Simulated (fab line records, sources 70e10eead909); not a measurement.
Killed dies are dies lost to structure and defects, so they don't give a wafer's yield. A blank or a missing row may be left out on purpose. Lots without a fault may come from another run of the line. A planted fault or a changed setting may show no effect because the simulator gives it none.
fab line records | flow nand_harc
record lots=6 wafers=18 last_day=31
route steps=1302 shown P_M0@282 P_M1@285
lots that met no fault: from a run of the same line without faults
start_h: hours from the record's first day to the start of the lot's first wafer shown | wait_h: hours since the lot's step before | " the same as in the row above | L1.1+2: a row that stands for several wafers | - no value, or no start given | * or withheld: withheld | < > ~ a bound
route shown NAME@n: a module of which the file shows steps, and the number in the route of the first | usual: mean/standard deviation of fault-free wafers | same: alike in all rows | chamber/n: place in a boat | sites: the reading at each site | _std_site: their standard deviation | _edge_site: outer sites' mean less inner sites' | radius_mm: how far each site lies from the wafer's centre | mask NAME#n: copy n | behind: the tool/chamber that last shaped the wafer | hold: why the lot was held/for how many hours/how that ended | device: the transistor (n, p or np) that didn't switch | end of line: the same wafers' tests at the end of the route | a step without rows: its recipe alone | killed: dies lost to structure and defects at the first sort, not the wafer's yield | map: a wafer's dies, x killed, . not, _ none there
set.NAME: the setting as run; set.NAME@STEP: as run at that earlier step | model.NAME: the simulator's own value behind a step, which no gauge read
lots at some steps of the route; a table a step, a row a wafer
services: from which hour (start_h, from the record's first day; less than 0 if before it) a tool's chamber was out of use, for how many hours, and why
## steps
# step NHARC_P_M0_INSPECT_27
# usual raw_defect_count=314/120
# columns lot.wafer tool chamber start_h wait_h raw_defect_count
L649.1 defect_inspect-02 - 128.10 0.0 279
L649.4 " - " " 329
L649.5 " - " " 266
L650.1 defect_inspect-02 - 131.85 0.0 252
L650.3 " - " " 137
L650.4 " - " " 395
L664.2 defect_inspect-01 - 270.49 0.0 363
L664.4 " - " " 246
L664.6 " - " " 380
L663.4 defect_inspect-02 - 271.37 0.0 274
L663.5 " - " " 305
L663.6 " - " " 672
L665.1 defect_inspect-02 - 280.68 0.0 355
L665.2 " - " " 303
L665.5 " - " " 170
L667.2 defect_inspect-01 - 304.52 0.0 335
L667.3 " - " " 719
L667.4 " - " " 206
# step NHARC_P_M0_PRE_CLEAN_31
# recipe time_s=12 temp_c=370 rf_power_w=300 gas=NH3
# usual heater_power_w=647/79
# columns lot.wafer tool chamber start_h wait_h heater_power_w
L649.1 pecvd-02 1 128.18 0.1 762
L649.4 " 1 " " 752
L649.5 " 2 " " 575
L650.1 pecvd-04 1 131.93 0.1 607
L650.3 " 2 " " 546
L650.4 " 1 " " 604
L664.2 pecvd-01 1 270.57 0.1 608
L664.6 " 1 " " 600
L664.4 " 2 " " 631
L663.4 pecvd-01 1 271.47 0.1 582
L663.5 " 2 " " 648
L663.6 " 0 " " 843
L665.1 pecvd-01 2 280.76 0.1 635
L665.2 " 0 " " 712
L665.5 " 2 " " 628
L667.2 pecvd-02 1 304.59 0.1 699
L667.3 " 0 " " 570
L667.4 " 0 " " 564
# step NHARC_P_M0_DEP_32
# recipe target_thk_a=300 temp_c=370 target_thk_nm=30 pressure_torr=3 flow_sccm=200 rf_w=450 material=SiCN
# usual heater_power_w=597/79
# columns lot.wafer tool chamber start_h wait_h heater_power_w
L649.1 pecvd-02 1 128.29 0.1 668
L649.4 " 1 " " 663
L649.5 " 2 " " 569
L650.1 pecvd-04 1 132.04 0.1 641
L650.3 " 2 " " 511
L650.4 " 1 " " 624
L664.2 pecvd-01 1 270.68 0.1 571
L664.6 " 1 " " 550
L664.4 " 2 " " 530
L663.4 pecvd-01 1 271.64 0.2 581
L663.5 " 2 " " 583
L663.6 " 0 " " 764
L665.1 pecvd-01 2 280.87 0.1 576
L665.2 " 0 " " 701
L665.5 " 2 " " 576
L667.2 pecvd-02 1 304.67 0.1 627
L667.3 " 0 " " 455
L667.4 " 0 " " 456
# step NHARC_P_M1_DEP_00
# recipe target_thk_a=1825 target_thk_nm=182.5 temp_c=withheld pressure_torr=5 flow_sccm=200 rf_w=600 material=SiOC
# step NHARC_P_M1_DEHYDRATE_01
# recipe temp_c=150 time_s=120
# step NHARC_P_M1_HMDS_02
# recipe time_s=30
# step NHARC_P_M1_COAT_34
# recipe temp_c=200 time_s=65
# step NHARC_P_M1_COAT_03
# recipe spin_rpm=1500 resist_thk_nm=90
# step NHARC_P_M1_SOFTBAKE_04
# recipe temp_c=105 time_s=55
# step NHARC_P_M1_EBR_05
# step NHARC_P_M1_EXPOSE_06
# recipe na=1.35 target_cd_nm=130 dose_mj=81.88 mask_id=P_M1
# step NHARC_P_M1_PEB_07
# recipe peb_temp_c=100 peb_time_s=65
# usual heater_power_total_W=156.6/0.4 plate_temp_C=100.03/0.12
# columns lot.wafer tool chamber start_h wait_h heater_power_total_W plate_temp_C
L649.1 litho_track-06 0 129.41 0.1 157.1 100.15
L649.4 " 0 " " 156.9 100.11
L649.5 " 0 " " 156.1 100.11
L650.1 litho_track-01 0 133.02 0.1 156.6 100.02
L650.3 " 0 " " 156.7 100.21
L650.4 " 0 " " 157.0 100.13
L664.2 litho_track-01 0 271.81 0.1 186.5 114.05
L664.4 " 0 " " 187.4 114.01
L664.6 " 0 " " 186.6 113.90
L663.4 litho_track-06 0 272.56 0.0 156.1 99.93
L663.5 " 0 " " 156.2 99.91
L663.6 " 0 " " 157.1 99.90
L665.1 litho_track-01 0 281.99 0.1 186.6 114.07
L665.2 " 0 " " 187.3 114.18
L665.5 " 0 " " 187.3 114.04
L667.2 litho_track-04 0 305.84 0.1 155.9 99.97
L667.3 " 0 " " 157.1 99.91
L667.4 " 0 " " 156.0 100.01
# step NHARC_P_M1_DEVELOP_08
# recipe develop_time_s=35 dev_temp_c=23
# step NHARC_P_M1_CD_MEAS_09
# recipe target_cd_nm=130 landing_energy_ev=500
# usual cd_nm=130.0/0.68
# columns lot.wafer tool chamber start_h wait_h cd_nm
L649.1 cd_sem-03 0 129.49 - 129.6
L649.4 " 0 " " 128.6
L649.5 " 0 " " 128.7
L650.1 cd_sem-01 0 133.10 - 130.5
L650.3 " 0 " " 129.1
L650.4 " 0 " " 129.9
L664.2 cd_sem-03 0 271.89 - 166.7
L664.4 " 0 " " 166.1
L664.6 " 0 " " 166.7
L663.4 cd_sem-01 0 272.64 - 129.4
L663.5 " 0 " " 129.3
L663.6 " 0 " " 130.0
L665.1 cd_sem-02 0 282.07 - 165.2
L665.2 " 0 " " 165.9
L665.5 " 0 " " 165.7
L667.2 cd_sem-02 0 305.93 - 129.9
L667.3 " 0 " " 129.6
L667.4 " 0 " " 129.9
# step NHARC_P_M1_OVL_MEAS_10
# recipe pitch_nm=260
# usual overlay_x_nm=-0.1/1 overlay_y_nm=-0.1/0.76
# columns lot.wafer tool chamber start_h wait_h overlay_x_nm overlay_y_nm
L649.1 overlay-01 - 129.58 - 1.1 -0.2
L649.4 " - " " 0.9 -0.9
L649.5 " - " " 1.4 -0.7
L650.1 overlay-02 - 133.19 - -0.4 0.7
L650.3 " - " " -0.1 1.1
L650.4 " - " " -0.6 0.5
L664.2 overlay-01 - 271.97 - -0.5 0.2
L664.4 " - " " -0.7 0.5
L664.6 " - " " -0.7 0.6
L663.4 overlay-01 - 272.73 - 0.3 -0.6
L663.5 " - " " 0.0 -1.2
L663.6 " - " " 1.2 -0.3
L665.1 overlay-01 - 282.16 - 0.4 0.9
L665.2 " - " " 0.6 0.5
L665.5 " - " " 0.6 1.1
L667.2 overlay-02 - 306.01 - -2.0 -1.1
L667.3 " - " " -1.9 -0.9
L667.4 " - " " -1.4 -1.2
# step NHARC_P_M1_INSPECT_11
# usual raw_defect_count=4.3/2.7
# columns lot.wafer tool chamber start_h wait_h raw_defect_count
L649.1 defect_inspect-02 - 129.62 0.0 8
L649.4 " - " " 8
L649.5 " - " " 8
L650.1 defect_inspect-02 - 133.22 0.0 6
L650.3 " - " " 2
L650.4 " - " " 5
L664.2 defect_inspect-02 - 272.01 0.0 2
L664.4 " - " " 3
L664.6 " - " " 5
L663.4 defect_inspect-01 - 272.76 0.0 3
L663.5 " - " " 2
L663.6 " - " " 4
L665.1 defect_inspect-01 - 282.20 0.0 8
L665.2 " - " " 8
L665.5 " - " " 9
L667.2 defect_inspect-02 - 306.05 0.0 5
L667.3 " - " " 3
L667.4 " - " " 4
# step NHARC_P_M1_DESCUM_14
# recipe time_s=3 o2_flow_sccm=200 ar_flow_sccm=0 bias_power_w=0 chemistry=O2
# usual drypump_motor_current_A=5.9/0.33 oes_product_au=0.998/0.01 rf_vpp_V=57.7/0.84 showerhead_plenum_p_Torr=1.91/0.078 throttle_valve_pct=11.310/0.0089
# columns lot.wafer tool chamber start_h wait_h drypump_motor_current_A oes_product_au rf_hours_counter_h rf_vpp_V showerhead_plenum_p_Torr throttle_valve_pct model.P_M1.cd_nm
L649.4 rie_diel-11 1 129.68 0.1 5.5 0.987 2 58.8 1.96 11.306 129.5
L649.1 " 2 " " 6.1 0.993 3 58.0 1.81 11.305 129.8
L649.5 " 1 " " 5.5 1.003 - 57.6 1.96 11.311 129.3
L650.3 rie_diel-11 3 133.29 0.1 5.9 0.990 3 58.7 1.87 11.320 129.3
L650.4 " 0 " " 5.8 0.984 3 57.2 2.05 11.315 129.5
L650.1 " 2 " " 6.1 0.980 4 56.2 1.81 11.321 130.3
L664.2 rie_diel-11 0 272.07 0.1 5.8 1.001 1 58.2 2.04 11.303 166.6
L664.4 " 2 " " 6.1 0.990 1 57.6 1.80 11.297 166
L664.6 " 1 " " 5.5 0.989 - 56.4 1.96 11.305 167
L663.4 rie_diel-11 3 272.82 0.1 5.9 0.982 1 58.3 1.87 11.294 130.6
L663.5 " 3 " " 6.0 0.988 - 58.0 1.87 11.305 130.9
L663.6 " 0 " " 5.8 0.999 - 57.9 2.04 11.307 129.9
L665.2 rie_diel-06 0 282.27 0.1 6.0 0.998 13 55.4 1.89 11.313 166.1
L665.1 " 1 " " 5.6 1.010 12 58.9 2.01 11.296 165.1
L665.5 " 0 " " 6.0 1.002 - 57.9 1.89 11.314 165.8
L667.3 rie_diel-06 0 306.12 0.1 6.0 0.999 14 56.9 1.89 11.311 129.8
L667.2 " 1 " " 5.6 1.017 14 57.9 2.01 11.315 130
L667.4 " 2 " " 5.8 0.996 13 57.7 1.83 11.291 129.7
# step NHARC_P_M1_ETCH_35
# recipe target_depth_a=400 overetch_a=120 time_s=43.94 ion_energy_ev=200 n2_flow_sccm=150 h2_flow_sccm=150 ar_flow_sccm=0 rf_w=400 bias_w=150 chemistry=N2/H2
# usual drypump_motor_current_A=5.9/0.33 oes_product_au=0.999/0.01 rf_vpp_V=430.5/2.7 showerhead_plenum_p_Torr=2.04/0.087 throttle_valve_pct=14.172/0.0095
# columns lot.wafer tool chamber start_h wait_h drypump_motor_current_A oes_product_au rf_hours_counter_h rf_vpp_V showerhead_plenum_p_Torr throttle_valve_pct
L649.1 rie_diel-11 1 129.77 0.1 5.5 0.999 3 431.3 2.09 14.185
L649.4 " 3 " " 5.9 0.998 3 428.8 1.99 14.160
L649.5 " 0 " " 5.8 1.009 - 434.8 2.19 14.179
L650.1 rie_diel-11 2 133.37 0.1 6.1 0.985 4 426.4 1.92 14.166
L650.3 " 3 " " 5.9 0.985 3 428.8 1.99 14.174
L650.4 " 1 " " 5.5 0.999 3 430.7 2.09 14.170
L664.2 rie_diel-11 1 272.17 0.1 5.5 0.988 1 431.4 2.09 14.183
L664.4 " 2 " " 6.1 0.994 1 426.9 1.92 14.161
L664.6 " 3 " " 5.9 0.980 - 429.0 1.99 14.180
L663.4 rie_diel-11 1 272.91 0.1 5.5 0.990 1 432.1 2.09 14.165
L663.6 " 1 " " 5.5 0.988 - 433.9 2.09 14.155
L663.5 " 2 " " 6.1 0.981 - 427.4 1.92 14.166
L665.1 rie_diel-06 2 282.34 0.1 5.8 1.002 12 427.2 1.95 14.165
L665.2 " 0 " " 6.0 1.002 13 429.7 2.01 14.176
L665.5 " 2 " " 5.8 1.000 - 429.4 1.95 14.180
L667.2 rie_diel-06 0 306.20 0.1 5.9 0.999 15 430.3 2.01 14.175
L667.3 " 2 " " 5.8 0.999 13 428.8 1.95 14.173
L667.4 " 3 " " 6.5 0.995 14 429.5 2.00 14.180
# step NHARC_P_M1_ETCH_15
# recipe target_depth_a=1825 time_s=91.2 c4f8_flow_sccm=withheld ar_flow_sccm=400 rf_w=600 bias_w=300 chemistry=C4F8/Ar
# usual oes_product_au=0.958/0.019 rf_vpp_V=440.8/2.5
# columns lot.wafer tool chamber start_h wait_h oes_product_au rf_hours_counter_h rf_vpp_V
L649.4 rie_diel-11 3 - - 0.967 3 439.3
L649.1 " 0 " " 0.972 2 444.6
L649.5 " 2 " " 0.951 - 437.5
L650.1 rie_diel-11 0 - - 0.958 3 444.4
L650.4 " 2 " " 0.963 4 438.1
L650.3 " 3 " " 0.950 3 439.5
L664.4 rie_diel-11 2 - - 0.951 1 438.4
L664.2 " 0 " " 0.954 1 445.9
L664.6 " 1 " " 0.947 - 441.9
L663.4 rie_diel-11 3 - - 0.952 1 439.7
L663.5 " 0 " " 0.959 - 445.3
L663.6 " 1 " " 0.980 - 441.4
L665.2 rie_diel-06 1 - - 0.978 12 444.2
L665.1 " 3 " " 0.956 12 440.0
L665.5 " 2 " " 0.983 - 437.5
L667.4 rie_diel-06 3 - - 0.951 14 440.6
L667.3 " 0 " " 0.926 15 441.0
L667.2 " 1 " " 0.925 14 443.4
# step NHARC_P_M1_CD_MEAS_16
# usual cd_nm=130.1/0.82
# columns lot.wafer tool chamber start_h wait_h cd_nm
L649.1 cd_sem-01 - 129.98 - 130.2
L649.4 " - " " 128.9
L649.5 " - " " 129.8
L650.1 cd_sem-01 - 133.59 - 130.0
L650.3 " - " " 129.2
L650.4 " - " " 130.0
L664.2 cd_sem-02 - 272.38 - 167.0
L664.4 " - " " 165.7
L664.6 " - " " 167.8
L663.4 cd_sem-02 - 273.13 - 131.1
L663.5 " - " " 131.1
L663.6 " - " " 130.6
L665.1 cd_sem-03 - 282.56 - 165.1
L665.2 " - " " 166.4
L665.5 " - " " 165.9
L667.2 cd_sem-03 - 306.42 - 129.5
L667.3 " - " " 129.6
L667.4 " - " " 129.4
# step NHARC_P_M1_STRIP_18
# recipe power_w=1000 n2_flow_sccm=150 h2_flow_sccm=150 ar_flow_sccm=0 bias_w=0 chemistry=N2/H2
# usual drypump_motor_current_A=5.9/0.33 oes_product_au=0.996/0.01 rf_vpp_V=90.7/1 showerhead_plenum_p_Torr=2.04/0.087 throttle_valve_pct=14.172/0.009
# columns lot.wafer tool chamber start_h wait_h drypump_motor_current_A oes_product_au rf_hours_counter_h rf_vpp_V showerhead_plenum_p_Torr throttle_valve_pct
L649.1 rie_diel-06 1 130.05 0.1 5.6 1.019 14 91.8 2.15 14.176
L649.4 " 2 " " 5.8 1.002 13 91.3 1.96 14.181
L649.5 " 2 " " 5.8 1.005 - 88.9 1.96 14.165
L650.1 rie_diel-09 0 133.66 0.1 6.3 1.019 48 91.6 2.01 14.178
L650.3 " 1 " " 5.3 1.001 45 89.5 2.01 14.181
L650.4 " 3 " " 4.9 1.004 48 90.6 2.14 14.171
L664.4 rie_diel-06 1 272.45 0.1 5.6 1.006 11 91.7 2.14 14.161
L664.2 " 3 " " 6.5 0.995 11 90.2 2.00 14.178
L664.6 " 2 " " 5.8 0.996 - 89.9 1.95 14.177
L663.4 rie_diel-11 1 273.28 0.1 5.5 0.999 1 90.5 2.09 14.161
L663.5 " 2 " " 6.1 0.991 - 92.1 1.92 14.160
L663.6 " 3 " " 5.9 0.983 - 90.5 1.99 14.159
L665.2 rie_diel-06 3 282.69 0.1 6.5 0.986 12 91.2 2.00 14.180
L665.1 " 0 " " 6.0 1.000 13 92.2 2.01 14.174
L665.5 " 2 " " 5.8 1.001 - 91.0 1.95 14.173
L667.4 rie_diel-06 0 306.49 0.1 6.0 1.000 15 89.7 2.01 14.166
L667.2 " 1 " " 5.6 1.013 14 92.7 2.14 14.173
L667.3 " 3 " " 6.5 1.004 14 90.0 2.00 14.177
# step NHARC_P_M1_ETCH_28
# recipe target_depth_a=300 over_etch_frac=0.3 time_s=72.99 ion_energy_ev=150 cf4_flow_sccm=50 n2_flow_sccm=100 ar_flow_sccm=150 rf_w=300 bias_w=100 chemistry=CF4/N2
# usual drypump_motor_current_A=5.9/0.34 oes_product_au=0.998/0.0097 rf_vpp_V=314.1/1.9 showerhead_plenum_p_Torr=2.63/0.1 throttle_valve_pct=19.793/0.0086
# columns lot.wafer tool chamber start_h wait_h drypump_motor_current_A oes_product_au rf_hours_counter_h rf_vpp_V showerhead_plenum_p_Torr throttle_valve_pct model.P_M1.cd_nm
L649.1 rie_diel-06 0 - - 6.0 0.997 14 313.9 2.60 19.792 130.1
L649.4 " 1 " " 5.6 1.007 14 315.2 2.75 19.788 129.7
L649.5 " 3 " " 6.5 0.996 - 313.3 2.59 19.796 129.8
L650.3 rie_diel-09 3 - - 5.0 1.003 48 315.2 2.74 19.805 129.2
L650.4 " 0 " " 6.3 1.015 48 314.2 2.59 19.795 129.8
L650.1 " 1 " " 5.2 0.984 45 313.5 2.59 19.785 130.3
L664.4 rie_diel-06 0 - - 5.9 1.009 12 313.1 2.59 19.794 166.6
L664.2 " 1 " " 5.6 1.001 11 317.0 2.75 19.779 166.9
L664.6 " 0 " " 6.0 1.008 - 311.3 2.59 19.793 167.5
L663.4 rie_diel-11 1 - - 5.5 0.996 1 315.6 2.68 19.793 130.1
L663.6 " 2 " " 6.1 0.991 - 312.7 2.48 19.790 130.5
L663.5 " 3 " " 6.0 1.001 - 313.9 2.57 19.770 130.9
L665.2 rie_diel-06 1 - - 5.6 1.015 12 315.3 2.75 19.802 166.9
L665.1 " 3 " " 6.5 0.995 12 312.0 2.58 19.799 165.7
L665.5 " 1 " " 5.6 1.007 - 315.1 2.75 19.797 165.3
L667.2 rie_diel-06 1 - - 5.6 1.010 14 315.6 2.75 19.812 130.4
L667.4 " 3 " " 6.5 0.999 14 314.7 2.58 19.807 130.1
L667.3 " 0 " " 6.0 1.011 15 313.7 2.59 19.789 129.9
# step NHARC_P_M1_STRIP_19
# recipe time_s=600 temp_c=30 chemistry=post_etch_residue_remover
## services
# columns tool chamber start_h hours kind
rie_diel-06 0 109.60 - clean
rie_diel-06 1 109.60 - clean
rie_diel-06 2 109.60 - clean
pecvd-01 - 130.00 13.0 pm
rie_diel-06 - 130.35 9.0 pm
pecvd-04 - 133.15 1.0 repair
rie_diel-09 - 143.82 9.0 pm
litho_track-01 - 155.00 7.0 pm
rie_diel-11 1 156.14 4.6 repair
litho_track-06 - 179.00 7.0 pm
pecvd-04 1 181.93 6.2 repair
rie_diel-06 2 187.04 6.6 repair
pecvd-02 1 196.74 14.1 repair
pecvd-02 0 197.83 16.3 repair
litho_track-04 - 203.00 7.0 pm
rie_diel-11 3 210.10 14.5 repair
rie_diel-09 - 214.17 0.1 repair
rie_diel-06 3 224.66 6.1 repair
pecvd-02 - 227.00 13.0 pm
rie_diel-11 - 230.15 0.6 repair
rie_diel-11 - 255.50 9.0 pm
pecvd-04 - 269.08 13.0 pm
rie_diel-09 1 270.56 8.9 repair
rie_diel-11 - 284.70 0.7 repair
## key
first_sign step=NHARC_P_M1_PEB_07 reading=plate_temp_C direction=up sigmas=99+ usual=* struck=*
effect step=NHARC_P_M1_PEB_07 reading=heater_power_total_W direction=up sigmas=77 usual=* struck=*
effect step=NHARC_P_M1_CD_MEAS_09 reading=cd_nm direction=up sigmas=53 usual=130.0 struck=166.1
effect step=NHARC_P_M1_CD_MEAS_16 reading=cd_nm direction=up sigmas=44 usual=130.1 struck=166.3
model_effect step=NHARC_P_M1_DESCUM_14 value=P_M1.cd_nm without=130.1 struck=166.1
model_effect step=NHARC_P_M1_ETCH_28 value=P_M1.cd_nm without=130.4 struck=166.5
met_at NHARC_P_M1_PEB_07
struck_wafers L664.2,L664.4,L664.6,L665.1,L665.2,L665.5
later_rows_left_out L664.2,L664.4,L664.6,L665.1,L665.2,L665.5
sort_left_out L664.2,L664.4,L664.6,L665.1,L665.2,L665.5
onset_between 133.02 271.81
fault kind=process_parameter_drift tool=litho_track-01 chamber=- onset_h=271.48 steps=NHARC_P_M1_PEB_07 channel=peb_temp_c offset=* shape=step end_h=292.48 acts_in=* stated=*
# sort_left_out: the simulated sort isn't trusted on such a fault, so these wafers' sort isn't shown, and their yield isn't known
# later_rows_left_out: the simulator's readings of these wafers behind a module that went badly wrong aren't trusted and aren't shown, but for the sort
